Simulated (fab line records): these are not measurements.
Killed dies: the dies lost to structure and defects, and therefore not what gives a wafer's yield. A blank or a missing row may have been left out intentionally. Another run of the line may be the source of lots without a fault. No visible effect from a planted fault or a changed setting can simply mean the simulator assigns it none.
8D (eight disciplines) problem report, filled in by code    flow n5_finfet    the parts of the form that need people (team, actions taken, sign-off) are left out

1. WHAT IS WRONG
At N5_BEOL_M9_COAT_63, spin_speed_rpm averages 1461.2 rpm over 6 wafers from 2 lots, while fault-free wafers read 1499.9 rpm, standard deviation 0.87. That puts it -44 standard deviations away from the usual mean.
The step: time 60 s, resist thk 60 nm.
Earliest sighting: wafer L163.1 on litho_track-05 at day 14 07:46. At this step, 33 wafers from 11 lots have a number in the record. Rule for "out" (also "out of limits"): further than 4 standard deviations from the usual mean. The other wafers with a number count as sound.

2. WHAT IT IS, AND WHAT IT ISN'T
question                     is                      is not
which readings at this step  spin_speed_rpm          plate_temp_C
which lots                   L163, L165              L150, L151, L155, L156, L158, L159, L166, L169, L171
which wafers of those lots   all that have a number  -
read on which tools          litho_track-05          litho_track-02, litho_track-04
when                         from day 14 07:46       up to then (18 sound wafers); but 9 sound wafers of L166, L169, L171 came after

3. SUSPECTS, AND WHAT RULES EACH OUT
Counting: a tool at a process step up to the reading stays a suspect if it ran every lot that is out and no sound lot after the first of them.
- rie_diel-02 at N5_BEOL_M9_DESCUM_16 (chemistry O2, time 7.9 s): ruled out as a lasting fault. Following L163 (day 14 06:50), the first lot on it that is out, the sound lots L166, L171 were run on it.
- litho_track-05 at N5_BEOL_M9_COAT_63 (time 60 s, resist thk 60 nm): kept. It ran every lot that is out, first L163 (day 14 07:46), and no sound lot after that; its last sound lot up to then is L156 (day 12 05:43). On those wafers its own readings are out: spin_speed_rpm.
Remaining after the count: litho_track-05 at N5_BEOL_M9_COAT_63.

4. THE CAUSE (what the simulator had put in)
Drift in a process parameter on litho_track-05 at N5_BEOL_M9_COAT_63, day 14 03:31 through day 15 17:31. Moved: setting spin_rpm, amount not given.
This tool alone remained once counting was done.

5. SEQUENCE OF EFFECTS, ordered by route
Rows list readings where the struck wafers' mean (over those with a number) sits beyond 3 standard deviations from the usual. Scope: only readings with a usual standard deviation given in the record; hours: median across lots of the time from each lot's start at the first step in this table that gives one to its start at this step; sigmas: change in usual standard deviations.
hours  step                reading         usual       on struck wafers  change  sigmas
0      N5_BEOL_M9_COAT_63  spin_speed_rpm  1499.9 rpm  1461.2            -38.7   -44
The process steps in it:
- N5_BEOL_M9_COAT_63: time 60 s, resist thk 60 nm.

6. WHAT WOULD HAVE CAUGHT IT SOONER
The fault began at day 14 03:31; the first out-of-limits reading in this record came at day 14 07:46, 4 hours later.
